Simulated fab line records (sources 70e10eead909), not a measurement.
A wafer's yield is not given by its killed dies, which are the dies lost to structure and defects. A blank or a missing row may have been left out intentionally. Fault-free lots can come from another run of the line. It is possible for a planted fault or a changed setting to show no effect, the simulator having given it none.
Comparing a struck lot with a sound one -- flow nand-harc -- 13 steps out of a route of 1302
Sound: wafers L435.2, L435.4, L435.6. Wafers L444.3, L444.4, L444.5 were the ones struck. The cause is named last.
Each step with rows lists, per side, the tool, then ch with its chambers, then its first start. Under that, the readings that differ: sound wafers -- struck wafers -- difference of the means -- sigmas: that difference in standard deviations of wafers without a fault.
alike: a reading whose means differ by less than 2 such deviations, as well as words and numbers matching on both sides. not compared: withheld readings; readings where some wafer has no value; bounds like >300 that might hide an equal value; numbers whose values overlap and for which the record gives no deviation.
A row with sigmas, a row that says differs or no value, or rows on one side alone: a step with any of these is where the two part. When numbers do not overlap yet have no deviation, they are printed without sigmas and do not part them. A reading missing from all wafers of one side parts the sides only when that side holds two or more wafers.

NHARC_A_ONON_D1_THK_MEAS_34: measures by ellipsometry.
  struck on film-metro-02, day 13 02:45; sound on film-metro-02, day 9 18:10
  alike: thk-nm
NHARC_A_ONON_D1_INSPECT_32:
  struck on defect-inspect-01, day 13 02:49; sound on defect-inspect-02, day 9 18:14
  alike: raw-defect-count
NHARC_A_CHANNEL_HOLE_D1_DEP_00: deposits aC, target thk 3100 nm.
  sound on acl-dep-03 ch 0, day 9 18:37; struck on acl-dep-02 ch 0, day 13 03:43
  alike: throttle-valve-pct
NHARC_A_CHANNEL_HOLE_D1_DEP_01: deposits SiON, target thk 140 nm.
  sound on pecvd-02 ch 0,1,2, day 9 20:16; struck on pecvd-02 ch 0,2, day 13 05:01
  alike: heater-power-w
  not compared: since-wet-clean-h
then, 7 steps without rows for these wafers: NHARC_A_CHANNEL_HOLE_D1_DEHYDRATE_02 (time 120 s); NHARC_A_CHANNEL_HOLE_D1_HMDS_03 (time 30 s); NHARC_A_CHANNEL_HOLE_D1_COAT_36 (time 75 s); NHARC_A_CHANNEL_HOLE_D1_COAT_37 (time 65 s); NHARC_A_CHANNEL_HOLE_D1_COAT_04 (resist thk 90 nm); NHARC_A_CHANNEL_HOLE_D1_SOFTBAKE_05 (time 55 s); NHARC_A_CHANNEL_HOLE_D1_EBR_06.
NHARC_A_CHANNEL_HOLE_D1_EXPOSE_07: exposes mask HOLE D1, target cd 100 nm.
  struck on arfi-scanner-01, day 13 05:28; sound on arfi-scanner-03 ch 0, day 9 20:47
  no value came back on the struck wafers for exposure-dose-mJ-cm2, focus-offset-nm (nm); on the sound wafers exposure-dose-mJ-cm2 reads 59.69 59.67 59.65
  alike: mask
then, 1 step without rows for these wafers: NHARC_A_CHANNEL_HOLE_D1_PEB_08 (peb time 65 s).

== WHERE THEY PART ==
Only at NHARC_A_CHANNEL_HOLE_D1_EXPOSE_07, as far as this record shows.

WHY: whatever the simulator had introduced
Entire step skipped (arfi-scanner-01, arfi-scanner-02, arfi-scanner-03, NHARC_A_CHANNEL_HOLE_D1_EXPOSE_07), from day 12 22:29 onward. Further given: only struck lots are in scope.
